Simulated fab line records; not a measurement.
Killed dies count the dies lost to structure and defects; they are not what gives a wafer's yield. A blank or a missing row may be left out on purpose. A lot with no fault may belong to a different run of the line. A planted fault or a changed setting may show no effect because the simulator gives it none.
Chamber matching || flow n5 finfet || N5_BEOL_M10_ILD_DEP_00 on pecvd-02: 3 sister chambers
The step deposits SiCOH lowk from DEMS/porogen, target thk 308.51 nm, time 58 s. 6 wafers are shown with their chamber, then 11 later ones without.

== WAFERS PAIRED WITH THEIR CHAMBERS ==
{"wafer": "L086.4", "chamber": 1, "throttle valve pct (%)": 14.3, "heater power w (W)": 265}
{"wafer": "L089.1", "chamber": 1, "throttle valve pct (%)": 14.4, "heater power w (W)": 305}
{"wafer": "L089.4", "chamber": 2, "throttle valve pct (%)": 13.3, "heater power w (W)": 275}
{"wafer": "L090.2", "chamber": 2, "throttle valve pct (%)": 13.1, "heater power w (W)": 298}
{"wafer": "L090.5", "chamber": 0, "throttle valve pct (%)": 16.0, "heater power w (W)": 307}
{"wafer": "L088.1", "chamber": 0, "throttle valve pct (%)": 16.0, "heater power w (W)": 287}

== WAFERS WHOSE CHAMBER IS MISSING ==
{"wafer": "L088.4", "throttle valve pct (%)": 14.2, "heater power w (W)": 266}
{"wafer": "L088.6", "throttle valve pct (%)": 13.2, "heater power w (W)": 315}
{"wafer": "L091.1", "throttle valve pct (%)": 14.4, "heater power w (W)": 308}
{"wafer": "L091.3", "throttle valve pct (%)": 15.8, "heater power w (W)": 290}
{"wafer": "L091.6", "throttle valve pct (%)": 15.8, "heater power w (W)": 298}
{"wafer": "L093.2", "throttle valve pct (%)": 13.4, "heater power w (W)": 296}
{"wafer": "L093.4", "throttle valve pct (%)": 13.1, "heater power w (W)": 308}
{"wafer": "L093.6", "throttle valve pct (%)": 15.7, "heater power w (W)": 261}
{"wafer": "L095.2", "throttle valve pct (%)": 13.6, "heater power w (W)": 309}
{"wafer": "L095.4", "throttle valve pct (%)": 13.5, "heater power w (W)": 318}
{"wafer": "L095.6", "throttle valve pct (%)": 14.3, "heater power w (W)": 284}

== EACH ONE'S CHAMBER ==
{"wafer": "L088.4", "from the rows above": 1, "in truth": 1}
{"wafer": "L088.6", "from the rows above": 2, "in truth": 2}
{"wafer": "L091.1", "from the rows above": 1, "in truth": 1}
{"wafer": "L091.3", "from the rows above": 0, "in truth": 0}
{"wafer": "L091.6", "from the rows above": 0, "in truth": 0}
{"wafer": "L093.2", "from the rows above": 2, "in truth": 2}
{"wafer": "L093.4", "from the rows above": 2, "in truth": 2}
{"wafer": "L093.6", "from the rows above": 0, "in truth": 0}
{"wafer": "L095.2", "from the rows above": 2, "in truth": 2}
{"wafer": "L095.4", "from the rows above": 2, "in truth": 2}
{"wafer": "L095.6", "from the rows above": 1, "in truth": 1}
Correctly placed: 11 of 11. Can't be placed from these rows: 0. Placed wrongly: 0.
How it was worked out, from the rows above alone: a wafer's distance from a chamber is the root of the sum, over the readings, of the square of ((its reading less the chamber's mean) divided by the reading's scatter). If the next closest chamber is less than 2 further off than the closest, the wafer can't be placed; otherwise it belongs to the closest. A chamber's mean is the mean of its shown wafers. How the scatter is found: for the shown wafers, subtract from each reading the mean of its chamber, square and add these, divide the total by (wafers less chambers), then take the root.
